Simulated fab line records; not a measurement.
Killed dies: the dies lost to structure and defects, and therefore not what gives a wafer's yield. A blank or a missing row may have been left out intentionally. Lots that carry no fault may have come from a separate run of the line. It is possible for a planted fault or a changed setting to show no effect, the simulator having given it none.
fab line records    flow nand_harc
[record] lots = 6  wafers = 16  last_day = 24
route steps=1159 shown A_SLIT@782 END@1159
lots untouched by any fault: they come from a run of this same line in which no faults occurred
start_h: the number of hours between the record's first day and the start of the first shown wafer of the lot    wait_h: time in hours since the lot's previous step    " same as the row above    L1.1+2: a single row standing in for several wafers    - no value present, or no start provided    * or withheld: withheld    < > ~ a bound
route shown NAME@n: names a module that has steps shown in the file, with the first one's number in the route    usual: mean and standard deviation over wafers with no fault    same: alike in all rows    chamber/n: place in a boat    sites: the reading at each site    _std_site: the values' standard deviation    _edge_site: inner sites' mean taken away from outer sites' mean    radius_mm: for every site, how far away it sits from the centre of the wafer    mask NAME#n: copy n    behind: tool/chamber where the wafer was last shaped    hold: cause of the lot's hold/its duration in hours/its outcome    device: transistor that didn't switch, given as n, p or np    end of line: tests run on the same wafers once the route is complete    where a step has no rows: the recipe by itself    killed: the dies lost at the first sort to structure and to defects; this is not the yield of the wafer    map: per-die view of a wafer (x killed, . not killed, _ where there is no die)
set.NAME: the setting the step ran with; set.NAME@STEP: the setting that earlier step ran with    model.NAME: the simulator's own value behind a step, which no gauge read
lots at selected steps of the route; one table per step, one row per wafer
services: the hour from which a tool's chamber was out of use, counted from the record's first day as start_h (under 0 if before that day), plus the number of hours and why
[[steps]]
[step NHARC_A_SLIT_DEHYDRATE_01]
[recipe] temp_c = 150  time_s = 120
[step NHARC_A_SLIT_HMDS_02]
[recipe] time_s = 30
[step NHARC_A_SLIT_COAT_03]
[recipe] spin_rpm = 1500  resist_thk_nm = 90
[step NHARC_A_SLIT_SOFTBAKE_04]
[recipe] temp_c = 105  time_s = 55
[step NHARC_A_SLIT_EBR_05]
[step NHARC_A_SLIT_EXPOSE_06]
[recipe] na = 1.35  dose_mj = 60.82  mask_id = SLIT
[step NHARC_A_SLIT_PEB_07]
[recipe] peb_temp_c = 100  peb_time_s = 65
[step NHARC_A_SLIT_DEVELOP_08]
[recipe] develop_time_s = 35  dev_temp_c = 23
[step NHARC_A_SLIT_CD_MEAS_09]
[recipe] target_cd_nm = 300  landing_energy_ev = 500
[usual] cd_nm = 300.2/0.68
[same] landing_energy_ev = 500
lot.wafer  tool       chamber  start_h  wait_h  cd_nm
L314.3     cd_sem-03  0        341.69   -       300.9
L314.4     "          0        "        "       299.8
L314.6     "          0        "        "       299.6
L315.4     cd_sem-02  0        372.69   -       300.0
L315.5     "          0        "        "       298.3
L315.6     "          0        "        "       300.7
L318.1     cd_sem-02  0        386.70   -       300.7
L318.4     "          0        "        "       300.5
L318.6     "          0        "        "       301.9
L320.5     cd_sem-01  0        398.79   -       300.6
L324.2     cd_sem-03  0        419.51   -       300.6
L324.3     "          0        "        "       299.7
L324.6     "          0        "        "       299.8
L332.2     cd_sem-02  0        465.09   -       300.6
L332.3     "          0        "        "       299.8
L332.4     "          0        "        "       300.7
[step NHARC_A_SLIT_OVL_MEAS_10]
[usual] overlay_x_nm = -0.2/0.77  overlay_y_nm = 0.3/0.74
lot.wafer  tool        chamber  start_h  wait_h  overlay_x_nm  overlay_y_nm
L314.3     overlay-01  -        341.77   -       1.3           0.8
L314.4     "           -        "        "       1.0           0.9
L314.6     "           -        "        "       1.3           0.4
L315.4     overlay-01  -        372.78   -       -0.2          0.4
L315.5     "           -        "        "       0.0           0.1
L315.6     "           -        "        "       0.1           0.5
L318.1     overlay-02  -        386.80   -       -0.1          -0.9
L318.4     "           -        "        "       0.3           -0.6
L318.6     "           -        "        "       0.6           -1.3
L320.5     overlay-02  -        398.87   -       -0.5          0.8
L324.2     overlay-02  -        419.60   -       -0.1          -0.1
L324.3     "           -        "        "       -0.1          -0.6
L324.6     "           -        "        "       -0.5          -0.5
L332.2     overlay-01  -        465.18   -       0.1           1.0
L332.3     "           -        "        "       0.0           0.5
L332.4     "           -        "        "       0.9           0.8
[step NHARC_A_SLIT_INSPECT_11]
[usual] raw_defect_count = 21/12
lot.wafer  tool               chamber  start_h  wait_h  raw_defect_count
L314.3     defect_inspect-01  -        341.81   0.0     25
L314.4     "                  -        "        "       20
L314.6     "                  -        "        "       15
L315.4     defect_inspect-02  -        372.81   0.0     30
L315.5     "                  -        "        "       36
L315.6     "                  -        "        "       30
L318.1     defect_inspect-01  -        386.83   0.0     22
L318.4     "                  -        "        "       20
L318.6     "                  -        "        "       25
L320.5     defect_inspect-01  -        398.91   0.0     31
L324.2     defect_inspect-02  -        419.63   0.0     31
L324.3     "                  -        "        "       33
L324.6     "                  -        "        "       38
L332.2     defect_inspect-02  -        465.21   0.0     12
L332.3     "                  -        "        "       8
L332.4     "                  -        "        "       10
[step NHARC_A_SLIT_DESCUM_14]
[recipe] time_s = 3  o2_flow_sccm = 200  ar_flow_sccm = 0  bias_power_w = 0  chemistry = O2
[usual] drypump_motor_current_A = 5.7/0.53  oes_product_au = 1.002/0.012  rf_vpp_V = 57.8/0.9  showerhead_plenum_p_Torr = 1.91/0.063  throttle_valve_pct = 11.311/0.0089
lot.wafer  tool         chamber  start_h  wait_h  drypump_motor_current_A  oes_product_au  rf_hours_counter_h  rf_vpp_V  showerhead_plenum_p_Torr  throttle_valve_pct
L314.4     rie_diel-07  1        341.87   0.1     5.6                      0.999           8                   56.4      1.90                      11.307
L314.3     "            3        "        "       5.9                      0.991           8                   58.1      1.85                      11.305
L314.6     "            2        "        "       6.0                      0.980           -                   57.7      1.81                      11.304
L315.4     rie_diel-12  2        372.90   0.1     5.0                      1.009           -                   57.7      1.88                      11.319
L315.5     "            3        "        "       6.2                      1.001           -                   59.0      1.89                      11.322
L315.6     "            1        "        "       6.5                      1.031           -                   57.9      1.99                      11.291
L318.4     rie_diel-06  3        386.90   0.1     5.2                      1.014           10                  58.3      1.96                      11.316
L318.1     "            0        "        "       5.0                      1.024           10                  58.8      1.94                      11.311
L318.6     "            2        "        "       6.1                      1.004           -                   56.5      1.83                      11.299
L320.5     rie_diel-06  3        399.01   0.1     5.2                      1.008           -                   56.6      1.97                      11.315
L324.3     rie_diel-12  1        419.70   0.1     6.5                      0.997           2                   57.0      1.99                      11.308
L324.2     "            3        "        "       6.2                      1.017           2                   56.9      1.89                      11.306
L324.6     "            0        "        "       6.0                      1.009           -                   58.1      1.96                      11.319
L332.3     rie_diel-07  2        465.27   0.1     6.0                      0.971           2                   56.5      1.81                      11.295
L332.4     "            3        "        "       5.8                      1.016           2                   57.2      1.85                      11.315
L332.2     "            0        "        "       5.2                      0.988           3                   58.8      2.01                      11.316
[step NHARC_A_SLIT_ETCH_24]
[recipe] target_depth_a = 1210  time_s = 60.5  cf4_flow_sccm = 100  chf3_flow_sccm = 30  ar_flow_sccm = 0  rf_w = 500  bias_w = 200  chemistry = CF4/CHF3
[usual] drypump_motor_current_A = 5.7/0.53  oes_product_au = 0.964/0.015  rf_vpp_V = 370.5/1.9  showerhead_plenum_p_Torr = 1.57/0.049  throttle_valve_pct = 16.801/0.009
lot.wafer  tool         chamber  start_h  wait_h  drypump_motor_current_A  oes_product_au  rf_hours_counter_h  rf_vpp_V  showerhead_plenum_p_Torr  throttle_valve_pct
L314.4     rie_diel-07  3        341.95   0.1     5.9                      0.962           8                   369.0     1.53                      16.795
L314.3     "            1        "        "       5.6                      0.950           8                   370.4     1.56                      16.805
L314.6     "            0        "        "       5.2                      0.960           -                   373.8     1.65                      16.795
L315.6     rie_diel-12  3        373.00   0.1     6.2                      0.952           -                   369.7     1.56                      16.787
L315.5     "            1        "        "       6.5                      0.978           -                   373.3     1.63                      16.811
L315.4     "            2        "        "       5.0                      0.961           -                   369.4     1.55                      16.809
L318.1     rie_diel-06  3        386.98   0.1     5.1                      0.867           10                  370.9     1.61                      16.803
L318.4     "            1        "        "       5.7                      0.993           10                  366.6     1.49                      16.802
L318.6     "            3        "        "       5.2                      0.870           -                   371.5     1.61                      16.811
L320.5     rie_diel-06  3        399.08   0.1     5.2                      0.866           -                   372.6     1.61                      16.793
L324.3     rie_diel-12  1        419.78   0.1     6.4                      0.949           2                   370.7     1.63                      16.796
L324.2     "            3        "        "       6.2                      0.975           2                   368.1     1.56                      16.808
L324.6     "            2        "        "       4.9                      0.971           -                   369.2     1.55                      16.796
L332.3     rie_diel-07  2        465.36   0.1     6.0                      0.946           2                   367.3     1.49                      16.805
L332.2     "            0        "        "       5.2                      0.953           3                   371.0     1.64                      16.801
L332.4     "            1        "        "       5.6                      0.971           2                   373.1     1.56                      16.816
[step NHARC_A_SLIT_ETCH_15]
[recipe] target_depth_a = 32000  over_etch_frac = 0.3  time_s = 832  ion_energy_ev = 150  o2_flow_sccm = 400  cos_flow_sccm = 20  ar_flow_sccm = 0  rf_w = 500  bias_w = 300  chemistry = O2/COS
[usual] drypump_motor_current_A = 5.8/0.52  oes_product_au = 1.002/0.011  rf_vpp_V = 314.1/1.5  showerhead_plenum_p_Torr = 3.11/0.099  throttle_valve_pct = 28.330/0.0092
lot.wafer  tool         chamber  start_h  wait_h  drypump_motor_current_A  oes_product_au  rf_hours_counter_h  rf_vpp_V  showerhead_plenum_p_Torr  throttle_valve_pct
L314.3     rie_diel-07  3        -        -       5.9                      0.987           8                   311.8     3.03                      28.361
L314.4     "            0        "        "       5.2                      0.999           8                   315.9     3.27                      28.326
L314.6     "            1        "        "       5.6                      0.998           -                   313.6     3.10                      28.320
L315.6     rie_diel-12  3        -        -       6.3                      0.986           -                   312.4     3.09                      28.338
L315.4     "            1        "        "       6.5                      1.007           -                   315.4     3.24                      28.350
L315.5     "            2        "        "       5.0                      1.001           -                   313.1     3.07                      28.336
L318.4     rie_diel-06  0        -        -       5.0                      1.012           10                  314.2     3.16                      28.324
L318.1     "            3        "        "       5.2                      1.017           10                  315.7     3.20                      28.306
L318.6     "            0        "        "       5.0                      1.009           -                   314.0     3.16                      28.338
L320.5     rie_diel-06  0        -        -       5.0                      1.024           -                   314.7     3.16                      28.319
L324.3     rie_diel-12  0        -        -       6.0                      1.007           2                   316.3     3.20                      28.341
L324.2     "            1        "        "       6.5                      0.993           2                   316.0     3.24                      28.317
L324.6     "            1        "        "       6.5                      0.993           -                   314.8     3.24                      28.304
L332.4     rie_diel-07  0        -        -       5.2                      0.997           3                   315.7     3.26                      28.329
L332.2     "            1        "        "       5.6                      1.016           3                   313.6     3.10                      28.328
L332.3     "            2        "        "       6.0                      0.991           2                   312.7     2.96                      28.332
[step NHARC_END_SORT_01]
[recipe] temp_c = 25
[usual] killed_at_array = 27/11  killed_at_other = 0.7/1.1  killed_at_periphery = 3.6/2.4  killed_dies = 32/11  killed_open = 3.3/1.8  killed_short = 2.1/1.5
[same] gross_dies = 677
lot.wafer  tool       chamber  start_h  wait_h  hold                      killed_at_array  killed_at_other  killed_at_periphery  killed_dies  killed_open  killed_short
L314.3     prober-01  0        463.85   3.1     -                         26               0                6                    32           4            2
L314.4     prober-01  0        464.65   3.4     -                         14               0                6                    20           3            6
L314.6     prober-01  0        466.24   4.0     -                         22               0                4                    26           3            2
L315.4     prober-02  0        512.34   3.4     -                         22               0                1                    23           5            0
L315.5     prober-02  0        513.14   3.7     -                         33               0                3                    36           4            3
L315.6     prober-02  0        513.95   4.0     -                         20               2                3                    25           6            0
L318.1     prober-02  0        517.82   2.6     await_dispo/0.2h/release  50               0                8                    58           2            2
L318.4     prober-02  0        520.17   3.4     await_dispo/0.2h/release  34               1                2                    37           3            1
L318.6     prober-02  0        521.74   3.9     await_dispo/0.2h/release  34               3                4                    41           6            2
L324.2     prober-02  0        536.11   2.8     -                         45               0                3                    48           3            3
L324.3     prober-02  0        536.90   3.1     -                         51               2                1                    54           3            2
L324.6     prober-02  0        539.28   4.0     -                         42               0                1                    43           4            1
L320.5     prober-01  0        561.40   3.7     -                         41               0                0                    41           3            2
L332.2     prober-01  0        574.63   2.8     -                         36               0                4                    40           2            2
L332.3     prober-01  0        575.42   3.1     -                         26               1                3                    30           1            2
L332.4     prober-01  0        576.21   3.4     -                         26               0                2                    28           3            1
// killed by level:class
L314.3 A_CHANNEL_HOLE_D1:chamber_film_flake=14 A_CONTACT:chamber_film_flake=5 P_ZERO_WELL:chamber_film_flake=4 A_STAIRCASE:chamber_film_flake=2 P_CONTACT:geometric_particle:open=1 P_M2:geometric_particle:open=1 A_CHANNEL_HOLE_D1:geometric_particle:open=1 A_SGD_CUT:geometric_particle:short=1
L314.4 A_CHANNEL_HOLE_D1:chamber_film_flake=5 A_STAIRCASE:chamber_film_flake=3 A_CONTACT:chamber_film_flake=3 P_CONTACT:geometric_particle:short=2 P_M0:geometric_particle:open=2 P_M0:geometric_particle:short=1 P_M1:geometric_particle:open=1 A_ONON_D1:geometric_particle:short=1
L314.6 A_CHANNEL_HOLE_D1:chamber_film_flake=11 A_CONTACT:chamber_film_flake=5 P_BONDPAD:chamber_film_flake=2 A_STAIRCASE:chamber_film_flake=2 P_GATE:geometric_particle:open=1 P_CONTACT:geometric_particle:short=1 A_ONON_D1:geometric_particle:open=1 A_WL_FILL:geometric_particle:short=1
L315.4 A_CHANNEL_HOLE_D1:chamber_film_flake=10 A_CONTACT:chamber_film_flake=5 A_CONTACT:geometric_particle:open=3 A_STAIRCASE:chamber_film_flake=3 P_BONDPAD:geometric_particle:open=1 A_CHANNEL_FILL_D1:geometric_particle:open=1
L315.5 A_CHANNEL_HOLE_D1:chamber_film_flake=20 A_STAIRCASE:chamber_film_flake=4 A_CONTACT:geometric_particle:open=3 A_CONTACT:chamber_film_flake=3 P_M0:geometric_particle:short=1 P_M0:geometric_particle:open=1 A_SOURCE_PLATE:geometric_particle:short=1 A_WL_FILL:geometric_particle:short=1
L315.6 A_CHANNEL_HOLE_D1:chamber_film_flake=12 A_STAIRCASE:chamber_film_flake=2 A_CONTACT:chamber_film_flake=2 THIN_TSV:chamber_film_flake=2 P_CONTACT:geometric_particle:open=1 P_M0:geometric_particle:open=1 A_ONON_D1:geometric_particle:open=1 A_CHANNEL_FILL_D1:geometric_particle:open=1
L318.1 A_SLIT:chamber_film_flake=21 A_SLIT:area_etch=17 A_CHANNEL_HOLE_D1:chamber_film_flake=9 P_STI:chamber_film_flake=4 P_M0:geometric_particle:open=1 P_M1:geometric_particle:short=1 P_M2:geometric_particle:short=1 A_ONON_D1:geometric_particle:open=1
L318.4 A_CHANNEL_HOLE_D1:chamber_film_flake=17 A_SLIT:chamber_film_flake=9 A_CONTACT:chamber_film_flake=3 P_CONTACT:geometric_particle:open=1 A_CHANNEL_FILL_D1:geometric_particle:short=1 A_SGD_CUT:geometric_particle:open=1 A_M0:geometric_particle:open=1 HYBRID_BOND:chamber_film_flake=1
L318.6 A_CHANNEL_HOLE_D1:chamber_film_flake=10 A_CONTACT:chamber_film_flake=6 A_SLIT:area_etch=6 A_SLIT:chamber_film_flake=5 STARTING-WAFER:geometric_particle:open=2 A_STAIRCASE:chamber_film_flake=2 P_ZERO_WELL:geometric_particle:open=1 A_ONON_D1:geometric_particle:short=1
L324.2 A_CHANNEL_HOLE_D1:chamber_film_flake=20 A_SLIT:chamber_film_flake=13 A_CONTACT:chamber_film_flake=3 A_STAIRCASE:chamber_film_flake=2 P_M1:geometric_particle:short=1 A_CHANNEL_FILL_D1:geometric_particle:short=1 A_SLIT:geometric_particle:open=1 A_WL_FILL:geometric_particle:open=1
L324.3 A_CHANNEL_HOLE_D1:chamber_film_flake=23 A_SLIT:chamber_film_flake=22 THIN_TSV:chamber_film_flake=2 P_M0:geometric_particle:open=1 A_CHANNEL_FILL_D1:geometric_particle:short=1 A_SGD_CUT:geometric_particle:open=1 A_WL_FILL:geometric_particle:short=1 A_M0:geometric_particle:open=1
L324.6 A_SLIT:chamber_film_flake=18 A_CHANNEL_HOLE_D1:chamber_film_flake=16 A_M1:geometric_particle:open=2 P_CONTACT:geometric_particle:short=1 A_CHANNEL_FILL_D1:geometric_particle:open=1 A_CONTACT:geometric_particle:open=1 A_CHANNEL_FILL_D1:chamber_film_flake=1 A_STAIRCASE:chamber_film_flake=1
L320.5 A_CHANNEL_HOLE_D1:chamber_film_flake=18 A_SLIT:chamber_film_flake=12 A_STAIRCASE:chamber_film_flake=5 A_CONTACT:geometric_particle:open=2 A_ONON_D1:geometric_particle:open=1 A_WL_FILL:geometric_particle:short=1 A_CONTACT:geometric_particle:short=1 A_SLIT:area_etch=1
L332.2 A_SLIT:chamber_film_flake=24 A_CHANNEL_HOLE_D1:chamber_film_flake=6 P_GATE:chamber_film_flake=3 A_WL_FILL:geometric_particle:short=2 A_SLIT:geometric_particle:open=1 A_WL_FILL:geometric_particle:open=1 P_ZERO_WELL:chamber_film_flake=1 A_ZERO_WELL:chamber_film_flake=1
L332.3 A_SLIT:chamber_film_flake=18 A_CHANNEL_HOLE_D1:chamber_film_flake=4 P_GATE:chamber_film_flake=2 P_GATE:geometric_particle:short=1 A_ONON_D1:geometric_particle:open=1 A_ONON_D1:geometric_particle:short=1 A_STAIRCASE:chamber_film_flake=1 A_WL_FILL:chamber_film_flake=1
L332.4 A_SLIT:chamber_film_flake=12 A_CHANNEL_HOLE_D1:chamber_film_flake=7 P_GATE:chamber_film_flake=2 A_SOURCE_PLATE:geometric_particle:short=1 A_WL_FILL:geometric_particle:open=1 A_CONTACT:geometric_particle:open=1 A_M0:geometric_particle:open=1 A_ZERO_WELL:chamber_film_flake=1
// map L318.1 (x killed, . not)
____________.____________
_________......._________
_______..........._______
______......x......______
_____..............._____
____.................____
____x................____
___...................___
___..x...............x___
__.....................__
__.....................__
_....x.................._
_...xx.xx..............._
_...xxx................._
_xx.x.x.........x......._
_...x......xx..x.......x_
......xx.................
......x...x..............
x....x........x..........
.x..x.x..x...x...........
x..x.........x...x.......
_xxx.....x.x.x.........._
_.x........x.xx........._
_......x....x..........._
_.x....................._
_..............x........_
__.....................__
__..........x..........__
___..................x___
___................x..___
____.................____
____.....x..........x____
_____..........x...._____
______.............______
_______..........._______
_________......._________
____________.____________
// map L320.5 (x killed, . not)
____________.____________
_________......._________
_______..........._______
______.............______
_____...........x..._____
____.................____
____.................____
___...................___
___...................___
__....x................__
__...x.................__
_...xx.................._
_.x...xx........x......._
_......................._
_...x..x....x.........x._
_.....xx................_
..x..x........x..........
.........................
.x.......................
.........................
.........................
_......................._
_......................._
_......................._
_..............x........_
_.............x........._
__...........x.........__
__.....x..x..xx........__
___............x......___
___..........x.xx.....___
____..........xx.x..x____
____........x........____
_____....x....x.x..._____
______.........x.x.______
_______........x.._______
_________......._________
____________.____________
[[services]]
tool         chamber  start_h  hours  kind
rie_diel-12  0        333.99   -      clean
rie_diel-12  1        333.99   -      clean
rie_diel-12  2        333.99   -      clean
rie_diel-12  3        333.99   -      clean
rie_diel-07  0        335.20   -      clean
rie_diel-07  1        335.20   -      clean
rie_diel-07  2        335.20   -      clean
rie_diel-07  3        335.20   -      clean
rie_diel-12  0        358.49   -      clean
rie_diel-12  1        358.49   -      clean
rie_diel-12  2        358.49   -      clean
rie_diel-12  3        358.49   -      clean
rie_diel-07  0        359.70   -      clean
rie_diel-07  1        359.70   -      clean
rie_diel-07  2        359.70   -      clean
rie_diel-07  3        359.70   -      clean
rie_diel-12  0        369.42   7.2    repair
rie_diel-12  -        379.43   9.0    pm
rie_diel-12  0        379.43   9.0    vent_cycle
rie_diel-07  -        405.20   9.0    pm
rie_diel-06  -        418.20   9.0    pm
rie_diel-06  -        445.41   0.3    repair
rie_diel-07  -        450.29   0.4    repair
rie_diel-12  0        456.85   7.4    repair
[[key]]
[first_sign] step = NHARC_A_SLIT_ETCH_24  reading = oes_product_au  direction = down  sigmas = 6.5  usual = 0.964  struck = 0.867
[effect] step = NHARC_END_SORT_01  reading = hold  direction = added
met_at NHARC_A_SLIT_ETCH_24
struck_wafers L318.1,L318.6,L320.5
tester_left_out L318,L320
[fault] kind = process_parameter_drift  tool = rie_diel-06  chamber = 3  onset_h = 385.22  steps = NHARC_A_SLIT_ETCH_24  channel = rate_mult  offset = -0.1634  shape = step  end_h = 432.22
// tester_left_out: of these lots the tester's yield and bins aren't shown, on N5 and GAA mostly nor the transistor test; their killed dies are dies lost to structure and defects alone, not to doping, threshold or leakage, so they don't give the yield
